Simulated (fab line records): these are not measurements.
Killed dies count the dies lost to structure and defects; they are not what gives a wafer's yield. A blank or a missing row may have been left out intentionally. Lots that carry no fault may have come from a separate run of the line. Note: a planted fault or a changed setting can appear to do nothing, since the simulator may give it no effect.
Matching of chambers | flow nand-harc | NHARC_A_STAIRCASE_DEP_259 on pecvd-03: 3 sister chambers
The step deposits SiON, target thk 30 nm. 18 wafers are shown with their chamber, then 9 later ones without.

## WAFERS, EACH WITH ITS CHAMBER
wafer  | chamber | heater-power-w (W)
L074.1 | 1       | 665
L074.3 | 0       | 799
L074.6 | 1       | 681
L076.1 | 1       | 813
L076.3 | 2       | 834
L076.5 | 2       | 814
L076.2 | 0       | 850
L076.4 | 0       | 861
L076.6 | 1       | 816
L078.2 | 2       | 766
L078.4 | 1       | 743
L078.5 | 2       | 763
L085.1 | 2       | 816
L085.2 | 1       | 743
L085.4 | 2       | 815
L086.1 | 2       | 891
L086.3 | 0       | 757
L086.6 | 1       | 792

SIGNATURES (averages over the wafers above)
reading        | chamber 0 | chamber 1 | chamber 2 | scatter within a chamber
heater-power-w | 816.75    | 750.43    | 814.14    | 51.9
Rule: for each reading, subtract the chamber's mean from the wafer's reading, divide by that reading's scatter and square the result; add these up over the readings and take the root, which gives the wafer's distance from the chamber. The wafer belongs to the nearest chamber; if the next one is less than 2 further off, it can't be placed. The scatter is the square root of a quotient: the sum, over the shown wafers, of each reading's squared deviation from its chamber's mean, divided by wafers minus chambers.

## WAFERS MISSING THEIR CHAMBER
wafer  | heater-power-w (W)
L089.1 | 686
L089.3 | 811
L089.6 | 701
L093.1 | 907
L093.5 | 902
L093.6 | 757
L097.2 | 800
L097.4 | 879
L097.5 | 821

## WHICH CHAMBER EACH ONE RAN IN
wafer  | from the rows above          | in truth
L089.1 | can't be placed: 1 or 2 or 0 | 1
L089.3 | can't be placed: 2 or 0 or 1 | 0
L089.6 | can't be placed: 1 or 2 or 0 | 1
L093.1 | can't be placed: 0 or 2 or 1 | 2
L093.5 | can't be placed: 0 or 2 or 1 | 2
L093.6 | can't be placed: 1 or 2 or 0 | 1
L097.2 | can't be placed: 2 or 0 or 1 | 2
L097.4 | can't be placed: 0 or 2 or 1 | 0
L097.5 | can't be placed: 0 or 2 or 1 | 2
0 of 9 placed correctly. Not placeable from these rows: 9 (in 9, the candidates include the true chamber). Wrongly placed: 0.
